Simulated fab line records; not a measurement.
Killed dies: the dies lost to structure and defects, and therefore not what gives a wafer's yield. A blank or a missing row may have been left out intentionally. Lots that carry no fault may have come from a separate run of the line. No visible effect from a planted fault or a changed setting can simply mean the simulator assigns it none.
fab line records	flow nand_harc
[record] lots = 5	wafers = 15	last_day = 25
route steps=1159 shown A_WL_FILL@820 A_CONTACT@840 END@1159
lots untouched by any fault: they come from a run of this same line in which no faults occurred
start_h: hours from the record's opening day to when the first of the lot's shown wafers began	wait_h: hours elapsed since this lot's preceding step	" unchanged from the row above	L1.1+2: a row that stands for several wafers	- no value, or no start was given	* or withheld: withheld	< > ~ a bound
route shown NAME@n: NAME is a module with steps in the file, n the number in the route of the first one	usual: average and standard deviation across the fault-free wafers	same: alike in all rows	chamber/n: place in a boat	sites: readings site by site	_std_site: standard deviation across them	_edge_site: inner sites' mean taken away from outer sites' mean	radius_mm: for every site, how far away it sits from the centre of the wafer	mask NAME#n: copy n	behind: tool/chamber where the wafer was last shaped	hold: why the lot went on hold/how many hours it stayed there/how the hold came to an end	device: transistor that didn't switch, given as n, p or np	end of line: at the end of the route, the tests of the same wafers	for a step that has no rows: nothing shown but its recipe	killed: at the first sort, the dies lost to defects and structure; wafer yield is something else	map: dies across one wafer; x = killed, . = not, _ = none there
set.NAME: setting as actually run; set.NAME@STEP: the setting as run at that earlier step	model.NAME: the simulator's own value behind a step, which no gauge read
a table for each step, a row for each wafer; lots at some steps of the route
services: the hour from which a tool's chamber was out of use, counted from the record's first day as start_h (under 0 if before that day), plus the number of hours and why
[[steps]]
[step NHARC_A_WL_FILL_ANNEAL_08]
[recipe] temp_c = 450	time_s = 1800
[step NHARC_A_WL_FILL_ALD_10]
[recipe] target_thk_a = 500	pulse_time_s = 10	ald_cycles = 500	temp_c = 300	material = SiO2
[step NHARC_A_WL_FILL_ETCHBACK_16]
[recipe] target_depth_a = 880	time_s = 17.6	c4f8_flow_sccm = withheld	o2_flow_sccm = 8	ar_flow_sccm = withheld	rf_w = 600	bias_w = 800	chemistry = C4F8/O2/Ar
[usual] oes_product_au = 0.990/0.03	rf_vpp_V = 725/4.4
lot.wafer	tool	chamber	start_h	wait_h	oes_product_au	rf_hours_counter_h	rf_vpp_V
L420.3	rie_diel-06	0	-	-	0.911	5.3	722
L420.4	"	1	"	"	0.919	5.6	717
L420.6	"	3	"	"	0.932	-	728
L425.2	rie_diel-11	1	-	-	0.998	3.1	724
L425.4	"	2	"	"	1.004	3.3	721
L425.6	"	1	"	"	1.002	-	724
L426.2	rie_diel-10	3	-	-	0.984	1.6	726
L426.3	"	0	"	"	1.003	1.6	730
L426.6	"	3	"	"	0.992	-	727
L433.1	rie_diel-06	2	-	-	0.993	1.4	730
L433.2	"	0	"	"	0.973	1.3	720
L433.6	"	3	"	"	1.007	-	729
L435.1	rie_diel-06	3	-	-	1.023	1.9	728
L435.2	"	0	"	"	0.983	1.7	723
L435.5	"	2	"	"	1.007	-	731
[step NHARC_A_WL_FILL_STRIP_29]
[recipe] time_s = 20	o2_flow_sccm = 500	ar_flow_sccm = 0	bias_w = 0	chemistry = O2
[usual] drypump_motor_current_A = 5.9/0.54	oes_product_au = 1.003/0.014	rf_vpp_V = 58.0/0.99	showerhead_plenum_p_Torr = 3.58/0.15	throttle_valve_pct = 17.037/0.0089
lot.wafer	tool	chamber	start_h	wait_h	drypump_motor_current_A	oes_product_au	rf_hours_counter_h	rf_vpp_V	showerhead_plenum_p_Torr	throttle_valve_pct
L420.3	rie_diel-06	0	407.58	0.1	6.7	0.989	5.3	58.7	3.49	17.048
L420.4	"	2	"	"	6.6	0.986	5.7	58.0	3.78	17.030
L420.6	"	0	"	"	6.7	0.990	-	56.9	3.49	17.043
L425.4	rie_diel-11	3	422.56	0.1	5.3	1.011	3.5	58.3	3.74	17.039
L425.2	"	2	"	"	5.8	1.000	3.3	57.7	3.43	17.018
L425.6	"	3	"	"	5.3	1.023	-	57.0	3.74	17.056
L426.3	rie_diel-10	0	422.58	0.1	6.2	1.015	1.6	57.5	3.74	17.042
L426.2	"	3	"	"	5.6	0.998	1.6	58.3	3.66	17.044
L426.6	"	0	"	"	6.2	1.013	-	60.2	3.74	17.022
L433.1	rie_diel-06	3	474.02	0.1	5.4	1.019	1.4	60.5	3.72	17.039
L433.2	"	0	"	"	6.6	0.981	1.3	58.4	3.49	17.035
L433.6	"	0	"	"	6.7	0.980	-	61.6	3.49	17.043
L435.1	rie_diel-06	1	487.74	0.1	5.4	1.033	1.8	57.9	3.33	17.037
L435.2	"	0	"	"	6.7	0.982	1.7	57.8	3.49	17.038
L435.5	"	1	"	"	5.4	1.044	-	57.4	3.33	17.042
[step NHARC_A_WL_FILL_ETCHBACK_17]
[recipe] target_depth_a = 40	time_s = 26.7	chemistry = Cl2/BCl3
[step NHARC_A_WL_FILL_PRECLEAN_18]
[recipe] time_s = 30	chemistry = dHF
[step NHARC_A_WL_FILL_SRD_21]
[step NHARC_A_WL_FILL_CVD_23]
[recipe] target_thk_a = 400	temp_c = 620	pressure_mtorr = 200	time_s = 800	material = poly-Si
[step NHARC_A_WL_FILL_ETCHBACK_26]
[recipe] target_depth_a = 520	time_s = 13.3	hbr_flow_sccm = 150	rf_w = 350	icp_w = 350	bias_w = 60	chemistry = HBr
[usual] drypump_motor_current_A = 5.9/0.45	oes_product_au = 1.000/0.013	throttle_valve_pct = 23.264/0.0095
lot.wafer	tool	chamber	start_h	wait_h	drypump_motor_current_A	oes_product_au	rf_hours_counter_h	throttle_valve_pct
L420.3	rie_si-05	2	413.07	0.4	6.1	0.998	1.0	23.270
L420.4	"	1	"	"	6.1	0.985	1.1	23.273
L420.6	"	2	"	"	6.2	1.005	-	23.255
L425.2	rie_si-03	1	428.01	0.4	6.2	0.995	0.7	23.253
L425.4	"	3	"	"	6.0	1.014	0.5	23.272
L425.6	"	2	"	"	5.9	0.998	-	23.253
L426.3	rie_si-05	0	428.02	0.4	5.9	1.006	0.0	23.277
L426.2	"	2	"	"	6.1	0.986	0.1	23.262
L426.6	"	0	"	"	5.9	1.010	-	23.254
L433.1	rie_si-03	0	479.16	0.4	4.9	0.976	0.9	23.259
L433.2	"	1	"	"	6.2	0.988	1.1	23.244
L433.6	"	1	"	"	6.2	0.985	-	23.258
L435.2	rie_si-03	1	492.72	0.4	6.2	0.993	1.2	23.271
L435.1	"	3	"	"	6.0	0.994	1.0	23.280
L435.5	"	1	"	"	6.2	0.987	-	23.265
[step NHARC_A_WL_FILL_PRECLEAN_30]
[recipe] time_s = 10	chemistry = dHF
[step NHARC_A_WL_FILL_SRD_14]
[step NHARC_A_WL_FILL_ALD_19]
[recipe] target_thk_a = 20	pulse_time_s = 3	ald_cycles = 100	temp_c = 450	material = TiN
[usual] heater_power_w = 1078/120	precursor_pulse_height_rel = 1.003/0.02
lot.wafer	tool	chamber	start_h	wait_h	heater_power_w	precursor_pulse_height_rel	since_wet_clean_h
L420.3	ald_metal-03	3	413.39	0.2	1148	1.031	81
L420.4	"	0	"	"	1216	0.967	-
L420.6	"	3	"	"	1117	0.996	-
L425.4	ald_metal-01	3	428.28	0.1	1202	0.990	138
L425.2	"	1	"	"	1126	0.981	138
L425.6	"	0	"	"	1239	1.001	-
L426.2	ald_metal-04	2	428.30	0.1	1066	1.024	12
L426.3	"	0	"	"	1024	1.020	12
L426.6	"	1	"	"	860	0.975	-
L433.1	ald_metal-04	1	479.47	0.1	906	1.009	64
L433.2	"	2	"	"	1073	0.994	64
L433.6	"	3	"	"	994	1.004	-
L435.1	ald_metal-03	2	492.97	0.1	1313	1.031	161
L435.2	"	1	"	"	1004	1.043	161
L435.5	"	2	"	"	1309	1.009	-
[step NHARC_A_WL_FILL_CVD_20]
[recipe] target_thk_a = 750	temp_c = 300	pressure_torr = 40	wf6_flow_sccm = 40	h2_flow_sccm = 1600	ar_flow_sccm = 1560	time_s = 5064	material = W
[usual] heater_power_w = 499/81	throttle_valve_pct = 7.8/0.48
lot.wafer	tool	chamber	start_h	wait_h	heater_power_w	since_wet_clean_h	throttle_valve_pct
L420.4	cvd_w-02	0	-	-	376	-	7.7
L420.3	"	1	"	"	573	-	7.2
L420.6	"	1	"	"	567	-	7.2
L425.2	cvd_w-01	0	-	-	508	123	7.7
L425.4	"	1	"	"	585	-	8.7
L425.6	"	0	"	"	489	-	7.5
L426.2	cvd_w-02	0	-	-	376	40	7.6
L426.3	"	1	"	"	571	-	7.3
L426.6	"	0	"	"	377	-	7.5
L433.1	cvd_w-02	0	-	-	372	96	7.8
L433.2	"	1	"	"	572	97	7.3
L433.6	"	0	"	"	378	-	7.6
L435.2	cvd_w-02	0	-	-	373	108	7.9
L435.1	"	1	"	"	584	109	7.2
L435.5	"	0	"	"	371	-	7.6
[step NHARC_A_WL_FILL_CMP_12]
[recipe] t_overpolish_s = 30	target_thk_nm = 75
[step NHARC_A_WL_FILL_SRD_31]
[step NHARC_A_CONTACT_DEP_24]
[recipe] target_thk_a = 5000	temp_c = 400	pressure_torr = 6.5	rf_w = 900	teos_flow_sccm = 161.4	flow_sccm = 2650	target_thk_nm = 500	gas = O2	material = SiO2
[step NHARC_A_CONTACT_DEP_28]
[recipe] target_thk_a = 36000	temp_c = 400	material = aC
[step NHARC_A_CONTACT_DEP_29]
[recipe] target_thk_a = 700	target_thk_nm = 70	temp_c = 400	pressure_torr = 3.5	flow_sccm = 200	rf_w = 350	material = SiON
[step NHARC_A_CONTACT_DEHYDRATE_32]
[recipe] temp_c = 150	time_s = 120
[step NHARC_A_CONTACT_HMDS_33]
[recipe] time_s = 30
[step NHARC_A_CONTACT_COAT_34]
[recipe] temp_c = 260	time_s = 75
[step NHARC_A_CONTACT_COAT_35]
[recipe] temp_c = 225	time_s = 65
[step NHARC_A_CONTACT_COAT_36]
[recipe] spin_rpm = 1500	resist_thk_nm = 90
[step NHARC_A_CONTACT_SOFTBAKE_37]
[recipe] temp_c = 105	time_s = 55
[step NHARC_A_CONTACT_EBR_38]
[step NHARC_A_CONTACT_EXPOSE_39]
[recipe] na = 1.35	sigma_outer = 0.8	dose_mj = 58.79	mask_id = A_CC_3
[step NHARC_A_CONTACT_PEB_40]
[recipe] peb_temp_c = 100	peb_time_s = 65
[step NHARC_A_CONTACT_DEVELOP_41]
[recipe] develop_time_s = 35	dev_temp_c = 23
[step NHARC_A_CONTACT_CD_MEAS_42]
[recipe] target_cd_nm = 200	landing_energy_ev = 500
[usual] cd_nm = 199.6/0.7
[same] landing_energy_ev = 500
lot.wafer	tool	chamber	start_h	wait_h	cd_nm
L420.3	cd_sem-03	0	425.75	-	199.3
L420.4	"	0	"	"	199.5
L420.6	"	0	"	"	200.9
L426.2	cd_sem-01	0	438.51	-	199.2
L426.3	"	0	"	"	199.1
L426.6	"	0	"	"	200.5
L425.2	cd_sem-03	0	438.66	-	198.9
L425.4	"	0	"	"	199.2
L425.6	"	0	"	"	199.3
L433.1	cd_sem-01	0	494.02	-	201.0
L433.2	"	0	"	"	199.9
L433.6	"	0	"	"	200.2
L435.1	cd_sem-01	0	506.64	-	200.2
L435.2	"	0	"	"	199.8
L435.5	"	0	"	"	199.7
[step NHARC_A_CONTACT_OVL_MEAS_43]
[usual] overlay_x_nm = -0.2/0.96	overlay_y_nm = -0.2/0.88
lot.wafer	tool	chamber	start_h	wait_h	overlay_x_nm	overlay_y_nm
L420.3	overlay-02	-	425.84	-	0.7	1.6
L420.4	"	-	"	"	1.0	1.5
L420.6	"	-	"	"	0.4	1.5
L426.2	overlay-02	-	438.59	-	1.6	-1.2
L426.3	"	-	"	"	2.3	-0.6
L426.6	"	-	"	"	1.5	-0.9
L425.2	overlay-01	-	438.74	-	0.8	-0.7
L425.4	"	-	"	"	0.9	-1.2
L425.6	"	-	"	"	0.4	-0.8
L433.1	overlay-01	-	494.11	-	0.5	-1.3
L433.2	"	-	"	"	0.8	-1.1
L433.6	"	-	"	"	1.0	-1.2
L435.1	overlay-02	-	506.73	-	2.0	-0.2
L435.2	"	-	"	"	2.1	0.1
L435.5	"	-	"	"	1.9	-0.6
[step NHARC_A_CONTACT_DESCUM_47]
[recipe] time_s = 3	o2_flow_sccm = 200	ar_flow_sccm = 0	bias_power_w = 0	chemistry = O2
[usual] drypump_motor_current_A = 5.7/0.4	oes_product_au = 0.997/0.013	rf_vpp_V = 57.8/0.82	showerhead_plenum_p_Torr = 1.89/0.058	throttle_valve_pct = 11.310/0.0094
lot.wafer	tool	chamber	start_h	wait_h	hold	drypump_motor_current_A	oes_product_au	rf_hours_counter_h	rf_vpp_V	showerhead_plenum_p_Torr	throttle_valve_pct
L420.3	rie_diel-08	1	425.94	0.1	-	5.0	0.988	52	59.1	1.84	11.316
L420.4	"	2	"	"	-	5.9	1.000	51	57.5	1.95	11.328
L420.6	"	0	"	"	-	6.1	1.003	-	58.8	1.79	11.298
L426.3	rie_diel-08	1	438.69	0.1	-	5.1	0.977	55	57.4	1.84	11.309
L426.2	"	2	"	"	-	5.9	0.988	55	58.7	1.95	11.322
L426.6	"	1	"	"	-	5.0	0.988	-	59.8	1.84	11.315
L425.2	rie_diel-08	2	438.84	0.1	-	5.9	0.990	55	58.0	1.95	11.307
L425.4	"	1	"	"	-	5.0	0.969	56	57.7	1.84	11.295
L425.6	"	3	"	"	-	5.3	0.998	-	58.2	1.95	11.318
L433.1	rie_diel-02	2	497.56	3.2	await_dispo/3.2h/release	5.9	0.991	54	57.5	1.81	11.308
L433.2	"	0	"	"	await_dispo/3.2h/release	5.1	0.985	50	57.6	1.90	11.297
L433.6	"	2	"	"	await_dispo/3.2h/release	5.9	1.007	-	57.1	1.81	11.307
L435.2	rie_diel-08	2	506.82	0.1	-	5.9	1.005	8	58.3	1.95	11.311
L435.1	"	3	"	"	-	5.3	0.994	9	58.5	1.94	11.321
L435.5	"	3	"	"	-	5.3	0.987	-	57.2	1.94	11.313
[step NHARC_END_SORT_01]
[recipe] temp_c = 25
[usual] killed_at_array = 26/9.1	killed_at_other = 0.7/0.9	killed_at_periphery = 3.6/2.8	killed_dies = 30/9.2	killed_open = 3.0/1.9	killed_short = 2.0/1.4
[same] gross_dies = 677
lot.wafer	tool	chamber	start_h	wait_h	killed_at_array	killed_at_other	killed_at_periphery	killed_dies	killed_open	killed_short
L420.3	prober-01	0	498.83	3.1	22	2	1	25	3	0
L420.4	prober-01	0	499.63	3.4	35	1	3	39	2	1
L420.6	prober-01	0	501.22	4.0	27	0	3	30	1	0
L433.1	prober-01	0	590.80	2.5	81	2	1	84	2	1
L433.2	prober-01	0	591.61	2.8	83	2	2	87	2	2
L433.6	prober-01	0	594.87	4.1	86	0	4	90	5	1
// killed by level:class
L420.3 A_CHANNEL_HOLE_D1:chamber_film_flake=17 A_CONTACT:chamber_film_flake=2 THIN_TSV:chamber_film_flake=2 P_M0:geometric_particle:open=1 A_SOURCE_PLATE:geometric_particle:open=1 A_CHANNEL_FILL_D1:geometric_particle:open=1 A_STAIRCASE:chamber_film_flake=1
L420.4 A_CHANNEL_HOLE_D1:chamber_film_flake=21 A_STAIRCASE:chamber_film_flake=5 A_CONTACT:chamber_film_flake=4 P_GATE:chamber_film_flake=3 A_ONON_D1:geometric_particle:short=1 A_SGD_CUT:geometric_particle:open=1 A_WL_FILL:geometric_particle:open=1 A_ZERO_WELL:chamber_film_flake=1
L420.6 A_CHANNEL_HOLE_D1:chamber_film_flake=14 A_CONTACT:chamber_film_flake=7 A_STAIRCASE:chamber_film_flake=4 P_GATE:chamber_film_flake=3 A_CHANNEL_FILL_D1:geometric_particle:open=1 A_WL_FILL:chamber_film_flake=1
L433.1 A_WL_FILL:unspecified=67 A_CHANNEL_HOLE_D1:chamber_film_flake=4 A_CONTACT:chamber_film_flake=3 THIN_TSV:chamber_film_flake=2 A_CHANNEL_HOLE_D1:geometric_particle:open=1 A_SGD_CUT:geometric_particle:short=1 A_M0:geometric_particle:open=1 P_CONTACT:chamber_film_flake=1
L433.2 A_WL_FILL:unspecified=69 A_CHANNEL_HOLE_D1:chamber_film_flake=7 A_ZERO_WELL:chamber_film_flake=2 THIN_TSV:chamber_film_flake=2 A_SLIT:chamber_film_flake=2 P_CONTACT:geometric_particle:open=1 P_M2:geometric_particle:open=1 A_CHANNEL_HOLE_D1:geometric_particle:short=1
L433.6 A_WL_FILL:unspecified=63 A_CHANNEL_HOLE_D1:chamber_film_flake=12 A_CONTACT:chamber_film_flake=4 A_CHANNEL_FILL_D1:chamber_film_flake=3 P_GATE:geometric_particle:open=1 P_M0:geometric_particle:open=1 P_M1:geometric_particle:open=1 A_WL_FILL:geometric_particle:open=1
// map L433.6 (x killed, . not)
____________.____________
_________......._________
_______..........._______
______.............______
_____........x....x._____
____.................____
____.................____
___...................___
___...................___
__.x...................__
__...x.................__
_..xx..................._
_x......................_
_..xx..................._
_...xx.x.............x.._
_x......................_
.....x...................
.........................
.........................
......x..................
.........................
_......................._
_......................._
_......................._
_...................x..._
_...........x..........._
__..x..xx...x..x.......__
__.....x.xx.xxx........__
___..x..x.xx.x.x......___
___.....xxxxxxx.......___
____..xxxxxxxxx.x....____
____.....xxxxxx.x....____
_____..xxxxxxxx.x..._____
______x.xxxxxxx....______
_______..xxxxxx..._______
_________xxxxxxx_________
____________x____________
// map L426.6 (x killed, . not)
____________.____________
_________......x_________
_______........x.._______
______.........x...______
_____..............._____
____.................____
____..............x..____
___...................___
___...............x...___
__....................x__
__.....................__
_..x........x..........._
_....x.................._
_...x..................._
_.xx...................._
_x.xx.............x....._
...xx....................
.x.............x.......x.
.......................x.
..............x.........x
.........................
_......x................_
_......................._
_.......xx..........x..x_
_..................xx..._
_...................xx.._
__..................xxx__
__..................x.x__
___x..x............xxx___
___................x.x___
____x................____
____............x....____
_____..........x...._____
______.............______
_______..........._______
_________......._________
____________.____________
[[services]]
tool	chamber	start_h	hours	kind
rie_diel-02	3	384.07	6.7	repair
rie_si-05	-	390.93	0.5	repair
rie_diel-11	1	402.58	2.2	repair
ald_metal-04	-	406.00	10.0	pm
ald_metal-01	0	407.02	9.8	repair
ald_metal-01	2	407.62	1.5	repair
ald_metal-03	2	408.90	23.8	repair
rie_si-05	-	416.00	9.0	pm
rie_diel-06	-	418.20	9.0	pm
rie_diel-02	0	446.67	2.1	repair
rie_si-03	1	454.76	7.0	repair
ald_metal-04	-	456.76	0.4	repair
ald_metal-01	-	458.00	10.0	pm
ald_metal-04	-	465.79	0.9	repair
rie_si-05	3	470.52	3.3	repair
cvd_w-01	-	476.31	13.0	pm
ald_metal-01	1	476.89	4.5	repair
rie_diel-08	-	478.82	9.0	pm
rie_diel-11	3	483.62	17.8	repair
rie_diel-10	3	489.95	9.5	repair
rie_diel-11	1	492.55	4.6	repair
ald_metal-03	-	500.00	10.0	pm
rie_diel-08	0	503.22	3.3	repair
rie_diel-02	-	505.58	9.0	pm
[[key]]
[first_sign] step = NHARC_END_SORT_01	reading = killed_at_array	direction = up	sigmas = 6.3	usual = 26	struck = 83
[effect] step = NHARC_END_SORT_01	reading = killed_dies	direction = up	sigmas = 6.2	usual = 30	struck = 87
[more_kills_born_at] NHARC_A_WL_FILL_ALD_19@ald_metal-04 = 199
met_at NHARC_A_WL_FILL_ALD_19
struck_wafers L433.1,L433.2,L433.6
tester_left_out L433
onset_between 428.30 479.47
[fault] kind = chamber_particle_source	tool = ald_metal-04	chamber = -	onset_h = 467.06	steps = NHARC_A_WL_FILL_ALD_19	rate_per_visit_cm2 = 0.3811	end_h = 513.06
// tester_left_out: of these lots the tester's yield and bins aren't shown, on N5 and GAA mostly nor the transistor test; their killed dies are dies lost to structure and defects alone, not to doping, threshold or leakage, so they don't give the yield
